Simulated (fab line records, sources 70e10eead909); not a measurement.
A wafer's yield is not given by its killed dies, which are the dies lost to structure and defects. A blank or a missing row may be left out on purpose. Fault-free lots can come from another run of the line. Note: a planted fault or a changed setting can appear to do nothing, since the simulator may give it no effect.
Chamber matching :: flow nandHarc :: NHARC_A_CONTACT_DEP_29 on pecvd-03 has 3 sister chambers
The step deposits SiON, target thk 70 nm. 3 wafers are shown with their chamber, then 12 later ones without.

## WAFERS PAIRED WITH THEIR CHAMBERS
wafer: L091.4
chamber: 2
heaterPowerW (W): 815

wafer: L091.2
chamber: 0
heaterPowerW (W): 684

wafer: L091.6
chamber: 1
heaterPowerW (W): 846

## WAFERS WITH NO CHAMBER GIVEN
wafer: L090.1
heaterPowerW (W): 767

wafer: L090.4
heaterPowerW (W): 673

wafer: L090.5
heaterPowerW (W): 779

wafer: L095.1
heaterPowerW (W): 775

wafer: L095.3
heaterPowerW (W): 866

wafer: L095.5
heaterPowerW (W): 736

wafer: L096.1
heaterPowerW (W): 747

wafer: L096.3
heaterPowerW (W): 802

wafer: L096.6
heaterPowerW (W): 820

wafer: L096.2
heaterPowerW (W): 830

wafer: L096.4
heaterPowerW (W): 814

wafer: L096.5
heaterPowerW (W): 741

## WHICH CHAMBER EACH WENT THROUGH
wafer: L090.1
from the rows above: can't be placed: 2 or 1 or 0
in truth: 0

wafer: L090.4
from the rows above: 0
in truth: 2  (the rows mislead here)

wafer: L090.5
from the rows above: can't be placed: 2 or 1 or 0
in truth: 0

wafer: L095.1
from the rows above: can't be placed: 2 or 1 or 0
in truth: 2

wafer: L095.3
from the rows above: can't be placed: 1 or 2
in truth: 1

wafer: L095.5
from the rows above: can't be placed: 0 or 2 or 1
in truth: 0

wafer: L096.1
from the rows above: can't be placed: 0 or 2 or 1
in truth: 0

wafer: L096.3
from the rows above: can't be placed: 2 or 1
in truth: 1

wafer: L096.6
from the rows above: can't be placed: 2 or 1
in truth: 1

wafer: L096.2
from the rows above: can't be placed: 2 or 1
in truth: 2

wafer: L096.4
from the rows above: can't be placed: 2 or 1
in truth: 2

wafer: L096.5
from the rows above: can't be placed: 0 or 2 or 1
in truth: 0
Placed correctly: 0 of 12. Cannot be placed on the basis of these rows: 11; the candidates contain the true chamber in 11. 1 placed wrongly.
How it was worked out, from the rows above alone: a wafer's distance from a chamber is the root of the sum, over the readings, of the square of ((its reading less the chamber's mean) divided by the reading's scatter). If the next closest chamber is less than 2 further off than the closest, the wafer can't be placed; otherwise it belongs to the closest. Each chamber's mean is taken over the wafers shown for it. The scatter (one wafer shown for each chamber): square how far every hidden wafer sits from the nearest shown wafer, average those squares and take the square root.
